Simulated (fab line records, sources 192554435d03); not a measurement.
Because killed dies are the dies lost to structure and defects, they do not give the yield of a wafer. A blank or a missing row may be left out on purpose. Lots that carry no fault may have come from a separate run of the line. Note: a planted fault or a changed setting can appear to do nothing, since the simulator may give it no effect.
The tool behind it: which one? | flow n5_finfet | 60 wafers from 20 lots sampled at 6 of the route's 1938 steps

== WHAT THE GAUGES SHOWED, per wafer ==
No reading from a measuring or inspecting step in the record can be judged against a usual standard deviation.

== WHAT TOOL EACH LOT RAN ON (gives the tool, then ch and the chambers of the sampled wafers, and finally the start) ==
lot  | N5_MOL_CONTACT_COAG_ANNEAL_113   | N5_MOL_CONTACT_COAG_ETCH_89        | N5_MOL_CONTACT_COAG_ETCH_91        | N5_MOL_CONTACT_COAG_ETCH_65       | N5_MOL_CONTACT_COAG_ETCHBACK_134   | N5_BEOL_M0_SAQP_PECVD_03
L074 | rtp_anneal-01 ch 0, day 5 00:54  | rie_diel-04 ch 0,2, day 5 08:08    | rie_diel-03 ch 0,1, day 5 08:29    | rie_diel-04 ch 1,2, day 5 09:46   | rie_diel-01 ch 1,2,3, day 5 10:04  | pecvd-03 ch 0,1,2, day 5 19:45
L075 | rtp_anneal-01 ch 0, day 5 04:14  | rie_diel-03 ch 1,2,3, day 5 09:43  | rie_diel-03 ch 0,2,3, day 5 10:04  | rie_diel-04 ch 0,1,2, day 5 11:08 | rie_diel-03 ch 0,3, day 5 11:25    | pecvd-04 ch 1,2, day 5 19:51
L076 | rtp_anneal-01 ch 0, day 5 11:36  | rie_diel-03 ch 0,2,3, day 5 18:31  | rie_diel-03 ch 1,2,3, day 5 18:50  | rie_diel-03 ch 1,2,3, day 5 19:53 | rie_diel-04 ch 0,2,3, day 5 20:10  | pecvd-03 ch 0,1,2, day 6 01:32
L077 | rtp_anneal-02 ch 0, day 5 14:42  | rie_diel-03 ch 0,2,3, day 6 00:32  | rie_diel-04 ch 1,2,3, day 6 00:53  | rie_diel-03 ch 2,3, day 6 02:22   | rie_diel-03 ch 0,3, day 6 02:38    | pecvd-04 ch 1,2, day 6 10:38
L078 | rtp_anneal-02 ch 0, day 5 21:23  | rie_diel-04 ch 0,1,2, day 6 03:24  | rie_diel-03 ch 0,2,3, day 6 04:19  | rie_diel-03 ch 0,2,3, day 6 05:23 | rie_diel-03 ch 0,2,3, day 6 05:40  | pecvd-04 ch 0,1,2, day 6 11:03
L079 | rtp_anneal-01 ch 0, day 6 04:55  | rie_diel-03 ch 0,3, day 6 09:58    | rie_diel-01 ch 2,3, day 6 10:23    | rie_diel-04 ch 0,1, day 6 11:21   | rie_diel-03 ch 0,2,3, day 6 11:38  | pecvd-02 ch 0,1,2, day 6 17:36
L080 | rtp_anneal-01 ch 0, day 6 06:05  | rie_diel-04 ch 0,1,2, day 6 14:40  | rie_diel-04 ch 1,2, day 6 15:02    | rie_diel-03 ch 0,2,3, day 6 16:19 | rie_diel-01 ch 1,3, day 6 16:36    | pecvd-02 ch 0,1,2, day 6 21:45
L082 | rtp_anneal-01 ch 0, day 6 18:49  | rie_diel-04 ch 2,3, day 7 01:01    | rie_diel-04 ch 0,2, day 7 01:58    | rie_diel-03 ch 0,2, day 7 03:02   | rie_diel-03 ch 0,3, day 7 03:23    | pecvd-04 ch 0,1, day 7 12:21
L084 | rtp_anneal-02 ch 0, day 7 12:33  | rie_diel-01 ch 2,3, day 7 19:39    | rie_diel-04 ch 1,2,3, day 7 19:58  | rie_diel-04 ch 0,2,3, day 7 20:53 | rie_diel-03 ch 0,2,3, day 7 21:11  | pecvd-04 ch 0,2, day 8 02:30
L085 | rtp_anneal-02 ch 0, day 7 22:24  | rie_diel-01 ch 0,1,3, day 8 05:10  | rie_diel-04 ch 0,2, day 8 05:49    | rie_diel-04 ch 0,1,3, day 8 06:44 | rie_diel-03 ch 0,1,3, day 8 07:05  | pecvd-02 ch 0,2, day 8 12:31
L086 | rtp_anneal-02 ch 0, day 8 01:25  | rie_diel-03 ch 0,1,2, day 8 06:56  | rie_diel-03 ch 1,2,3, day 8 07:32  | rie_diel-04 ch 1,2, day 8 10:42   | rie_diel-04 ch 0,1, day 8 10:59    | pecvd-03 ch 1,2, day 8 17:55
L087 | rtp_anneal-02 ch 0, day 8 02:26  | rie_diel-01 ch 2,3, day 8 09:05    | rie_diel-04 ch 0,2, day 8 09:31    | rie_diel-04 ch 0,2,3, day 8 10:49 | rie_diel-01 ch 0,1,3, day 8 11:05  | pecvd-03 ch 0,1,2, day 8 19:49
L089 | rtp_anneal-02 ch 0, day 8 16:23  | rie_diel-01 ch 1,3, day 9 00:34    | rie_diel-03 ch 0,3, day 9 01:01    | rie_diel-03 ch 0,3, day 9 02:07   | rie_diel-03 ch 1,2,3, day 9 02:23  | pecvd-04 ch 0,1, day 9 07:14
L090 | rtp_anneal-01 ch 0, day 8 18:35  | rie_diel-03 ch 0,2, day 9 01:32    | rie_diel-01 ch 0,1, day 9 01:50    | rie_diel-03 ch 0,2, day 9 02:47   | rie_diel-04 ch 0,2, day 9 03:07    | pecvd-02 ch 1,2, day 9 11:49
L091 | rtp_anneal-01 ch 0, day 9 01:53  | rie_diel-03 ch 1,2,3, day 9 07:56  | rie_diel-01 ch 0,2,3, day 9 08:16  | rie_diel-03 ch 0,1,3, day 9 09:19 | rie_diel-04 ch 0,2, day 9 10:16    | pecvd-03 ch 0,1, day 9 16:25
L092 | rtp_anneal-01 ch 0, day 9 07:26  | rie_diel-03 ch 0,1,2, day 9 13:19  | rie_diel-01 ch 0,2,3, day 9 13:42  | rie_diel-01 ch 0,2,3, day 9 14:38 | rie_diel-01 ch 0,3, day 9 14:55    | pecvd-03 ch 0,1, day 9 20:11
L093 | rtp_anneal-01 ch 0, day 9 14:47  | rie_diel-03 ch 0,2, day 9 20:50    | rie_diel-03 ch 0,2, day 9 21:08    | rie_diel-01 ch 0,2, day 9 22:15   | rie_diel-04 ch 0,1,2, day 9 22:40  | pecvd-04 ch 0,1, day 10 05:23
L094 | rtp_anneal-02 ch 0, day 9 20:59  | rie_diel-04 ch 0,2, day 10 02:57   | rie_diel-04 ch 0,1,2, day 10 03:16 | rie_diel-01 ch 2,3, day 10 06:51  | rie_diel-03 ch 0,2,3, day 10 07:17 | pecvd-03 ch 0,2, day 10 14:29
L095 | rtp_anneal-01 ch 0, day 10 05:25 | rie_diel-04 ch 0,1,2, day 10 13:01 | rie_diel-04 ch 0,2, day 10 13:20   | rie_diel-03 ch 0,3, day 10 14:23  | rie_diel-03 ch 0,2, day 10 14:40   | pecvd-02 ch 0,2, day 10 20:08
L096 | rtp_anneal-01 ch 0, day 10 10:18 | rie_diel-04 ch 0,1, day 10 15:26   | rie_diel-04 ch 0,2, day 10 15:45   | rie_diel-01 ch 0,2, day 10 16:41  | rie_diel-04 ch 0,1,2, day 10 17:41 | pecvd-03 ch 0,1,2, day 10 23:23
- N5_MOL_CONTACT_COAG_ANNEAL_113: time 300 s.
- N5_MOL_CONTACT_COAG_ETCH_89: etches underlayer in N2/H2, target depth 13 nm, time 10.4 s.
- N5_MOL_CONTACT_COAG_ETCH_91: etches SOC in N2/H2, target depth 60 nm, overetch 21 nm, time 101.2 s.
- N5_MOL_CONTACT_COAG_ETCH_65: etches underlayer in N2/H2, target depth 13 nm, time 10.4 s.
- N5_MOL_CONTACT_COAG_ETCHBACK_134: etches SiO2 in CHF3, target depth 10 nm, time 6.7 s.
- N5_BEOL_M0_SAQP_PECVD_03: deposits SiCN from 3MS/NH3, target thk 12 nm, time 21.1 s.

== AS READ BY THE TOOLS THEMSELVES (means over the sampled wafers that have a number; for cases with no such wafer, the mark the record gives instead) ==
N5_MOL_CONTACT_COAG_ANNEAL_113.
lot  | tool          | lamp_power_pct (%) | lamp_zone_1_pct (%) | wafer_temp_C_max
L074 | rtp_anneal-01 | 2.4                | 2.4                 | 402.4
L075 | rtp_anneal-01 | 2.4                | 2.4                 | 402.5
L076 | rtp_anneal-01 | 2.4                | 2.4                 | 402.8
L077 | rtp_anneal-02 | 3.0                | 3.0                 | 402.5
L078 | rtp_anneal-02 | 3.0                | 3.0                 | 402.6
L079 | rtp_anneal-01 | 2.4                | 2.4                 | 402.5
L080 | rtp_anneal-01 | 2.4                | 2.4                 | 402.5
L082 | rtp_anneal-01 | 2.4                | 2.4                 | 402.0
L084 | rtp_anneal-02 | 3.0                | 3.0                 | 402.0
L085 | rtp_anneal-02 | 3.0                | 3.0                 | 402.5
L086 | rtp_anneal-02 | 3.0                | 3.0                 | 402.4
L087 | rtp_anneal-02 | 3.0                | 3.0                 | 402.1
L089 | rtp_anneal-02 | 3.0                | 3.0                 | 402.4
L090 | rtp_anneal-01 | 2.4                | 2.4                 | 402.5
L091 | rtp_anneal-01 | 2.4                | 2.4                 | 402.4
L092 | rtp_anneal-01 | 2.4                | 2.4                 | 401.9
L093 | rtp_anneal-01 | 2.4                | 2.4                 | 402.3
L094 | rtp_anneal-02 | 3.0                | 3.0                 | 402.3
L095 | rtp_anneal-01 | 2.4                | 2.4                 | 402.4
L096 | rtp_anneal-01 | 2.4                | 2.4                 | 402.9

N5_MOL_CONTACT_COAG_ETCH_89.
lot  | tool        | drypump_motor_current_A (A) | etch_rf_on_time_s (s) | oes_product_au (a.u.) | rf_vpp_V (V) | showerhead_plenum_p_Torr (Torr) | throttle_valve_pct (%)
L074 | rie_diel-04 | 5.9                         | 10.21                 | 0.67                  | 523.0        | 2.48                            | 17.5
L075 | rie_diel-03 | 5.4                         | 10.24                 | 0.68                  | 524.9        | 2.57                            | 17.9
L076 | rie_diel-03 | 5.8                         | 10.38                 | 0.69                  | 523.5        | 2.55                            | 17.8
L077 | rie_diel-03 | 5.8                         | 10.39                 | 0.68                  | 524.6        | 2.55                            | 17.8
L078 | rie_diel-04 | 5.7                         | 10.25                 | 0.72                  | 522.2        | 2.48                            | 17.6
L079 | rie_diel-03 | 5.7                         | 10.48                 | 0.61                  | 524.0        | 2.53                            | 18.1
L080 | rie_diel-04 | 5.6                         | 10.20                 | 0.72                  | 523.5        | 2.48                            | 17.6
L082 | rie_diel-04 | 5.1                         | 10.64                 | 0.67                  | 521.4        | 2.46                            | 17.8
L084 | rie_diel-01 | 5.7                         | 10.33                 | 0.76                  | 524.3        | 2.55                            | 17.7
L085 | rie_diel-01 | 5.6                         | 10.17                 | 0.65                  | 524.5        | 2.53                            | 17.6
L086 | rie_diel-03 | 5.7                         | 10.19                 | 0.73                  | 524.4        | 2.57                            | 17.6
L087 | rie_diel-01 | 5.7                         | 10.34                 | 0.75                  | 524.4        | 2.55                            | 17.7
L089 | rie_diel-01 | 5.6                         | 10.19                 | 0.68                  | 525.1        | 2.59                            | 17.4
L090 | rie_diel-03 | 6.1                         | 10.43                 | 0.67                  | 523.8        | 2.54                            | 17.7
L091 | rie_diel-03 | 5.4                         | 10.20                 | 0.71                  | 524.9        | 2.56                            | 17.8
L092 | rie_diel-03 | 5.7                         | 10.39                 | 0.71                  | 525.3        | 2.56                            | 17.6
L093 | rie_diel-03 | 5.9                         | 10.29                 | 0.71                  | 524.4        | 2.56                            | 17.5
L094 | rie_diel-04 | 5.9                         | 10.23                 | 0.63                  | 522.0        | 2.46                            | 17.6
L095 | rie_diel-04 | 5.7                         | 10.35                 | 0.67                  | 521.2        | 2.47                            | 17.6
L096 | rie_diel-04 | 5.9                         | 10.27                 | 0.65                  | 522.0        | 2.47                            | 17.7

N5_MOL_CONTACT_COAG_ETCH_91.
lot  | tool        | drypump_motor_current_A (A) | oes_product_au (a.u.) | rf_vpp_V (V) | showerhead_plenum_p_Torr (Torr) | throttle_valve_pct (%)
L074 | rie_diel-03 | 5.5                         | 0.59                  | 524.8        | 2.57                            | 17.9
L075 | rie_diel-03 | 5.8                         | 0.68                  | 523.7        | 2.55                            | 17.8
L076 | rie_diel-03 | 5.4                         | 0.66                  | 525.6        | 2.57                            | 17.8
L077 | rie_diel-04 | 5.3                         | 0.72                  | 521.8        | 2.47                            | 17.6
L078 | rie_diel-03 | 5.8                         | 0.67                  | 523.7        | 2.55                            | 17.8
L079 | rie_diel-01 | 5.7                         | 0.57                  | 524.1        | 2.55                            | 17.9
L080 | rie_diel-04 | 5.5                         | 0.73                  | 521.2        | 2.47                            | 17.4
L082 | rie_diel-04 | 5.7                         | 0.67                  | 522.4        | 2.47                            | 17.4
L084 | rie_diel-04 | 5.3                         | 0.70                  | 522.8        | 2.47                            | 17.7
L085 | rie_diel-04 | 5.7                         | 0.66                  | 523.5        | 2.47                            | 17.4
L086 | rie_diel-03 | 5.4                         | 0.70                  | 525.0        | 2.57                            | 17.8
L087 | rie_diel-04 | 5.9                         | 0.63                  | 522.3        | 2.47                            | 17.5
L089 | rie_diel-03 | 6.1                         | 0.59                  | 523.8        | 2.51                            | 18.0
L090 | rie_diel-01 | 5.8                         | 0.63                  | 522.1        | 2.46                            | 17.5
L091 | rie_diel-01 | 5.7                         | 0.66                  | 522.7        | 2.51                            | 17.7
L092 | rie_diel-01 | 5.7                         | 0.65                  | 522.2        | 2.51                            | 17.7
L093 | rie_diel-03 | 6.1                         | 0.64                  | 524.8        | 2.54                            | 17.7
L094 | rie_diel-04 | 5.7                         | 0.66                  | 521.4        | 2.47                            | 17.6
L095 | rie_diel-04 | 5.9                         | 0.61                  | 521.4        | 2.46                            | 17.6
L096 | rie_diel-04 | 5.7                         | 0.64                  | 522.2        | 2.46                            | 17.4

N5_MOL_CONTACT_COAG_ETCH_65.
lot  | tool        | drypump_motor_current_A (A) | etch_rf_on_time_s (s) | oes_product_au (a.u.) | rf_vpp_V (V) | showerhead_plenum_p_Torr (Torr) | throttle_valve_pct (%)
L074 | rie_diel-04 | 5.4                         | 10.02                 | 0.82                  | 521.5        | 2.49                            | 17.6
L075 | rie_diel-04 | 5.6                         | 10.18                 | 0.74                  | 522.5        | 2.49                            | 17.5
L076 | rie_diel-03 | 5.4                         | 10.33                 | 0.67                  | 525.2        | 2.57                            | 17.9
L077 | rie_diel-03 | 5.5                         | 10.04                 | 0.76                  | 524.8        | 2.58                            | 17.6
L078 | rie_diel-03 | 5.8                         | 10.32                 | 0.68                  | 524.8        | 2.55                            | 17.8
L079 | rie_diel-04 | 5.6                         | 10.16                 | 0.75                  | 523.1        | 2.49                            | 17.7
L080 | rie_diel-03 | 5.8                         | 10.33                 | 0.67                  | 524.2        | 2.55                            | 17.8
L082 | rie_diel-03 | 5.9                         | 10.30                 | 0.74                  | 524.9        | 2.57                            | 17.5
L084 | rie_diel-04 | 5.5                         | 10.47                 | 0.66                  | 521.9        | 2.47                            | 17.7
L085 | rie_diel-04 | 5.4                         | 10.39                 | 0.68                  | 522.5        | 2.47                            | 17.8
L086 | rie_diel-04 | 5.5                         | 10.33                 | 0.73                  | 522.0        | 2.47                            | 17.5
L087 | rie_diel-04 | 5.5                         | 10.43                 | 0.65                  | 521.7        | 2.46                            | 17.7
L089 | rie_diel-03 | 6.1                         | 10.36                 | 0.60                  | 522.5        | 2.51                            | 18.0
L090 | rie_diel-03 | 5.9                         | 10.34                 | 0.71                  | 524.9        | 2.56                            | 17.5
L091 | rie_diel-03 | 5.6                         | 10.39                 | 0.66                  | 523.9        | 2.54                            | 18.0
L092 | rie_diel-01 | 5.7                         | 10.32                 | 0.66                  | 522.7        | 2.51                            | 17.7
L093 | rie_diel-01 | 5.9                         | 10.43                 | 0.72                  | 522.4        | 2.47                            | 17.7
L094 | rie_diel-01 | 5.5                         | 10.43                 | 0.65                  | 525.6        | 2.58                            | 17.7
L095 | rie_diel-03 | 5.7                         | 10.56                 | 0.59                  | 523.2        | 2.51                            | 18.2
L096 | rie_diel-01 | 5.9                         | 10.30                 | 0.72                  | 522.0        | 2.47                            | 17.7

N5_MOL_CONTACT_COAG_ETCHBACK_134.
lot  | tool        | CHF3_flow_sccm (sccm) | drypump_motor_current_A (A) | oes_product_au (a.u.) | rf_vpp_V (V) | showerhead_plenum_p_Torr (Torr) | throttle_valve_pct (%)
L074 | rie_diel-01 | 50.01                 | 5.6                         | 0.76                  | 510          | 2.43                            | 18.6
L075 | rie_diel-03 | 49.70                 | 6.0                         | 0.73                  | 510          | 2.37                            | 18.9
L076 | rie_diel-04 | 50.00                 | 5.5                         | 0.79                  | 520          | 2.32                            | 18.6
L077 | rie_diel-03 | 50.03                 | 6.1                         | 0.72                  | 510          | 2.37                            | 18.9
L078 | rie_diel-03 | 49.92                 | 5.8                         | 0.80                  | 517          | 2.38                            | 18.6
L079 | rie_diel-03 | 50.04                 | 5.8                         | 0.79                  | 519          | 2.38                            | 18.6
L080 | rie_diel-01 | 49.80                 | 5.4                         | 0.77                  | 515          | 2.46                            | 18.6
L082 | rie_diel-03 | 50.07                 | 6.1                         | 0.72                  | 510          | 2.36                            | 18.9
L084 | rie_diel-03 | 50.05                 | 5.8                         | 0.78                  | 518          | 2.37                            | 18.7
L085 | rie_diel-03 | 50.11                 | 5.6                         | 0.78                  | 505          | 2.38                            | 18.9
L086 | rie_diel-04 | 50.21                 | 5.6                         | 0.84                  | 526          | 2.33                            | 18.7
L087 | rie_diel-01 | 50.10                 | 5.6                         | 0.76                  | 518          | 2.38                            | 18.6
L089 | rie_diel-03 | 50.09                 | 5.4                         | 0.83                  | 513          | 2.39                            | 18.6
L090 | rie_diel-04 | 50.00                 | 5.8                         | 0.75                  | 526          | 2.33                            | 18.7
L091 | rie_diel-04 | 49.92                 | 5.7                         | 0.78                  | 525          | 2.32                            | 18.5
L092 | rie_diel-01 | 50.05                 | 5.5                         | 0.71                  | 522          | 2.40                            | 18.8
L093 | rie_diel-04 | 50.03                 | 5.6                         | 0.80                  | 525          | 2.32                            | 18.6
L094 | rie_diel-03 | 50.03                 | 5.8                         | 0.75                  | 517          | 2.36                            | 18.7
L095 | rie_diel-03 | 49.94                 | 5.9                         | 0.83                  | 523          | 2.38                            | 18.4
L096 | rie_diel-04 | 50.10                 | 5.7                         | 0.79                  | 524          | 2.31                            | 18.6

N5_BEOL_M0_SAQP_PECVD_03.
lot  | tool     | showerhead_plenum_p_Torr (Torr) | showerhead_vpp_V (V) | throttle_valve_pct (%)
L074 | pecvd-03 | 3.673                           | 906                  | 8.6
L075 | pecvd-04 | 3.666                           | 886                  | 8.6
L076 | pecvd-03 | 3.671                           | 902                  | 8.5
L077 | pecvd-04 | 3.666                           | 887                  | 8.8
L078 | pecvd-04 | 3.668                           | 882                  | 9.2
L079 | pecvd-02 | 3.655                           | 866                  | 9.2
L080 | pecvd-02 | 3.650                           | 876                  | 9.0
L082 | pecvd-04 | 3.681                           | 883                  | 9.2
L084 | pecvd-04 | 3.653                           | 878                  | 9.1
L085 | pecvd-02 | 3.639                           | 881                  | 9.0
L086 | pecvd-03 | 3.669                           | 893                  | 8.2
L087 | pecvd-03 | 3.670                           | 895                  | 8.4
L089 | pecvd-04 | 3.660                           | 858                  | 9.7
L090 | pecvd-02 | 3.642                           | 893                  | 8.8
L091 | pecvd-03 | 3.681                           | 891                  | 8.5
L092 | pecvd-03 | 3.678                           | 884                  | 8.5
L093 | pecvd-04 | 3.665                           | 853                  | 9.6
L094 | pecvd-03 | 3.671                           | 919                  | 8.6
L095 | pecvd-02 | 3.645                           | 876                  | 9.0
L096 | pecvd-03 | 3.676                           | 900                  | 8.5

== THE ANSWER, worked out from the rows above alone ==
Rule: usual is defined by the lots themselves. The widest of any qualifying gaps counts: lots, ordered by their means at a reading, are off when they make up no more than a third of the lots, leave a main group of 4 or more, and stand apart from it by 3 or more times the standard deviation of that group's means. The tables above print the reading to a certain number of digits; a main group whose means all agree to those digits is not used. Also off: a lot with no number at a reading for which 4 or more lots have one. The other lots that the step has rows for count as sound. First the gauges in route order, then the tools' own readings, where a lot's mean is used as printed above. At the first step where some lot is off, the reading lying furthest off is the one used; lots without a number count as furthest.
Across all readings shown, no lot is off: no conclusion can be drawn from this.

== WHAT THE SIMULATOR HAD PUT IN ==
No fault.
